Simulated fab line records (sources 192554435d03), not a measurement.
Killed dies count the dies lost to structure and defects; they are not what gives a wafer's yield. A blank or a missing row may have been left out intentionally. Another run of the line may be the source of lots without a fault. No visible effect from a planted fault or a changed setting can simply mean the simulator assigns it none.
Split-lot experiment || flow n5_finfet || on a route of 1938 steps: 7 lots, 21 wafers read

## ABOUT THE SPLIT
At N5_DUMMY_GATE_CVD_03 (deposits a-Si from SiH4, target thk 150 nm, time 8042 s), the setting temp_c was moved away from the recipe's 530 C on 9 of the 21 wafers read, by -2.2% to +3.4%. This setting was run at the recipe's value on the other wafers.

The split's own step is where the reading is taken.

## THE READING
a-Si_of_DUMMY_GATE_CVD_03.thk_nm (the simulator's own value, which no gauge read), in nm, at N5_DUMMY_GATE_CVD_03 (deposits a-Si from SiH4, target thk 150 nm, time 8042 s). No usual value for it is given in the file. Across the 12 wafers here that went through the recipe, the average is 149.5 nm and the standard deviation 1.2 nm.

{"wafer": "L075.1", "tool, chamber at the split": "-, -", "temp_c as run, C": 518.5, "against the recipe": "-2.2%", "a-Si_of_DUMMY_GATE_CVD_03.thk_nm, nm": 107.2, "against lot-mates on the recipe": "no lot-mate on the recipe"}
{"wafer": "L075.4", "tool, chamber at the split": "-, -", "temp_c as run, C": 518.5, "against the recipe": "-2.2%", "a-Si_of_DUMMY_GATE_CVD_03.thk_nm, nm": 106.6, "against lot-mates on the recipe": "no lot-mate on the recipe"}
{"wafer": "L075.6", "tool, chamber at the split": "-, -", "temp_c as run, C": 518.5, "against the recipe": "-2.2%", "a-Si_of_DUMMY_GATE_CVD_03.thk_nm, nm": 106, "against lot-mates on the recipe": "no lot-mate on the recipe"}
{"wafer": "L076.1", "tool, chamber at the split": "-, -", "temp_c as run, C": 530, "against the recipe": "recipe", "a-Si_of_DUMMY_GATE_CVD_03.thk_nm, nm": 147.8, "against lot-mates on the recipe": "-"}
{"wafer": "L076.4", "tool, chamber at the split": "-, -", "temp_c as run, C": 530, "against the recipe": "recipe", "a-Si_of_DUMMY_GATE_CVD_03.thk_nm, nm": 146.8, "against lot-mates on the recipe": "-"}
{"wafer": "L076.6", "tool, chamber at the split": "-, -", "temp_c as run, C": 530, "against the recipe": "recipe", "a-Si_of_DUMMY_GATE_CVD_03.thk_nm, nm": 148, "against lot-mates on the recipe": "-"}
{"wafer": "L078.1", "tool, chamber at the split": "-, -", "temp_c as run, C": 547.9, "against the recipe": "+3.4%", "a-Si_of_DUMMY_GATE_CVD_03.thk_nm, nm": 246.4, "against lot-mates on the recipe": "no lot-mate on the recipe"}
{"wafer": "L078.2", "tool, chamber at the split": "-, -", "temp_c as run, C": 547.9, "against the recipe": "+3.4%", "a-Si_of_DUMMY_GATE_CVD_03.thk_nm, nm": 246.8, "against lot-mates on the recipe": "no lot-mate on the recipe"}
{"wafer": "L078.6", "tool, chamber at the split": "-, -", "temp_c as run, C": 547.9, "against the recipe": "+3.4%", "a-Si_of_DUMMY_GATE_CVD_03.thk_nm, nm": 245.8, "against lot-mates on the recipe": "no lot-mate on the recipe"}
{"wafer": "L085.1", "tool, chamber at the split": "-, -", "temp_c as run, C": 530, "against the recipe": "recipe", "a-Si_of_DUMMY_GATE_CVD_03.thk_nm, nm": 150.6, "against lot-mates on the recipe": "-"}
{"wafer": "L085.4", "tool, chamber at the split": "-, -", "temp_c as run, C": 530, "against the recipe": "recipe", "a-Si_of_DUMMY_GATE_CVD_03.thk_nm, nm": 150.6, "against lot-mates on the recipe": "-"}
{"wafer": "L085.5", "tool, chamber at the split": "-, -", "temp_c as run, C": 530, "against the recipe": "recipe", "a-Si_of_DUMMY_GATE_CVD_03.thk_nm, nm": 150.2, "against lot-mates on the recipe": "-"}
{"wafer": "L089.3", "tool, chamber at the split": "-, -", "temp_c as run, C": 530, "against the recipe": "recipe", "a-Si_of_DUMMY_GATE_CVD_03.thk_nm, nm": 150, "against lot-mates on the recipe": "-"}
{"wafer": "L089.5", "tool, chamber at the split": "-, -", "temp_c as run, C": 530, "against the recipe": "recipe", "a-Si_of_DUMMY_GATE_CVD_03.thk_nm, nm": 150, "against lot-mates on the recipe": "-"}
{"wafer": "L089.6", "tool, chamber at the split": "-, -", "temp_c as run, C": 530, "against the recipe": "recipe", "a-Si_of_DUMMY_GATE_CVD_03.thk_nm, nm": 150.4, "against lot-mates on the recipe": "-"}
{"wafer": "L093.4", "tool, chamber at the split": "lpcvd-02, 0/79", "temp_c as run, C": 530, "against the recipe": "recipe", "a-Si_of_DUMMY_GATE_CVD_03.thk_nm, nm": 150.2, "against lot-mates on the recipe": "-"}
{"wafer": "L093.5", "tool, chamber at the split": "lpcvd-02, 0/84,0/89", "temp_c as run, C": 530, "against the recipe": "recipe", "a-Si_of_DUMMY_GATE_CVD_03.thk_nm, nm": 149.6, "against lot-mates on the recipe": "-"}
{"wafer": "L093.6", "tool, chamber at the split": "lpcvd-02, 0/84,0/89", "temp_c as run, C": 530, "against the recipe": "recipe", "a-Si_of_DUMMY_GATE_CVD_03.thk_nm, nm": 149.6, "against lot-mates on the recipe": "-"}
{"wafer": "L097.3", "tool, chamber at the split": "-, -", "temp_c as run, C": 521.4, "against the recipe": "-1.6%", "a-Si_of_DUMMY_GATE_CVD_03.thk_nm, nm": 114.4, "against lot-mates on the recipe": "no lot-mate on the recipe"}
{"wafer": "L097.5", "tool, chamber at the split": "-, -", "temp_c as run, C": 521.4, "against the recipe": "-1.6%", "a-Si_of_DUMMY_GATE_CVD_03.thk_nm, nm": 115.2, "against lot-mates on the recipe": "no lot-mate on the recipe"}
{"wafer": "L097.6", "tool, chamber at the split": "-, -", "temp_c as run, C": 521.4, "against the recipe": "-1.6%", "a-Si_of_DUMMY_GATE_CVD_03.thk_nm, nm": 115.2, "against lot-mates on the recipe": "no lot-mate on the recipe"}
Rows listing several chambers each stand for several wafers; the file does not say which wafer went through which chamber.

FIT RESULTS
A straight line over all 21 wafers: a-Si_of_DUMMY_GATE_CVD_03.thk_nm changes by +25.5 nm for each +1% of temp_c; r = +0.99; the points scatter about the line by 5.5 nm.
Too few moved wafers with a lot-mate on the recipe to fit a line net of each lot's own level.

## FILE'S OWN FIT
a-Si_of_DUMMY_GATE_CVD_03.thk_nm changes by +25.5 nm for each +1% of temp_c, r = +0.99.
